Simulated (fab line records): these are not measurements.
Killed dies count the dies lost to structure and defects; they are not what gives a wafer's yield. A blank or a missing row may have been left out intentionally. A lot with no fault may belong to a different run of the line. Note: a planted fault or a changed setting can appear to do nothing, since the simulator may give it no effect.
Matching of chambers | flow nand-harc | rie-si-05 running NHARC_P_GATE_ETCH_32: 4 sister chambers
The step etches the open film in HBr/Cl2, target depth 150 nm, time 100.1 s. 14 wafers are shown with their chamber, then 7 later ones without.

WAFERS WITH THEIR CHAMBER
wafer  | chamber | drypump-motor-current-A (A) | oes-product-au (a.u.) | bias-w (W)
L726.2 | 3       | 5.7                         | 0.996                 | 99.61
L726.3 | 2       | 6.6                         | 1.008                 | 100.06
L726.4 | 1       | 5.7                         | 1.023                 | 100.05
L727.1 | 2       | 6.6                         | 1.013                 | 100.26
L727.3 | 0       | 6.3                         | 0.988                 | 100.06
L727.4 | 1       | 5.7                         | 1.019                 | 99.58
L728.1 | 2       | 6.6                         | 1.003                 | 100.10
L728.3 | 0       | 6.3                         | 0.996                 | 100.13
L728.6 | 2       | 6.5                         | 1.011                 | 100.11
L732.2 | 1       | 5.7                         | 1.031                 | 100.17
L732.5 | 2       | 6.6                         | 1.004                 | 99.74
L732.6 | 3       | 5.8                         | 0.990                 | 99.54
L734.1 | 0       | 6.3                         | 0.992                 | 99.92
L734.2 | 1       | 5.7                         | 1.008                 | 99.60

SIGNATURES (means of the wafers above)
reading                 | chamber 0 | chamber 1 | chamber 2 | chamber 3 | scatter within a chamber
drypump-motor-current-A | 6.300     | 5.700     | 6.580     | 5.750     | 0.0361
oes-product-au          | 0.99200   | 1.02025   | 1.00780   | 0.99300   | 0.00632
bias-w                  | 100.0367  | 99.8500   | 100.0540  | 99.5750   | 0.212
Rule: distance of a wafer from a chamber = root of the sum over the readings of ((wafer's reading minus chamber's mean) / reading's scatter) squared. If the next closest chamber is less than 2 further off than the closest, the wafer can't be placed; otherwise it belongs to the closest. The scatter is the square root of a quotient: the sum, over the shown wafers, of each reading's squared deviation from its chamber's mean, divided by wafers minus chambers.

WAFERS WHOSE CHAMBER IS MISSING
wafer  | drypump-motor-current-A (A) | oes-product-au (a.u.) | bias-w (W)
L734.6 | 5.7                         | 1.015                 | 99.96
L739.2 | 6.3                         | 1.017                 | 99.57
L739.3 | 5.7                         | 0.998                 | 100.40
L739.4 | 6.6                         | 0.999                 | 100.21
L740.2 | 5.8                         | 0.993                 | 100.30
L740.5 | 6.6                         | 1.017                 | 99.98
L740.6 | 5.7                         | 1.000                 | 99.92

CHAMBER TAKEN BY EACH
wafer  | from the rows above     | in truth
L734.6 | 1                       | 1
L739.2 | 0                       | 0
L739.3 | can't be placed: 3 or 1 | 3
L739.4 | 2                       | 2
L740.2 | can't be placed: 3 or 1 | 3
L740.5 | 2                       | 2
L740.6 | can't be placed: 3 or 1 | 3
Placed correctly: 4 of 7. Not placeable from these rows: 3 (in 3, the candidates include the true chamber). 0 placed wrongly.
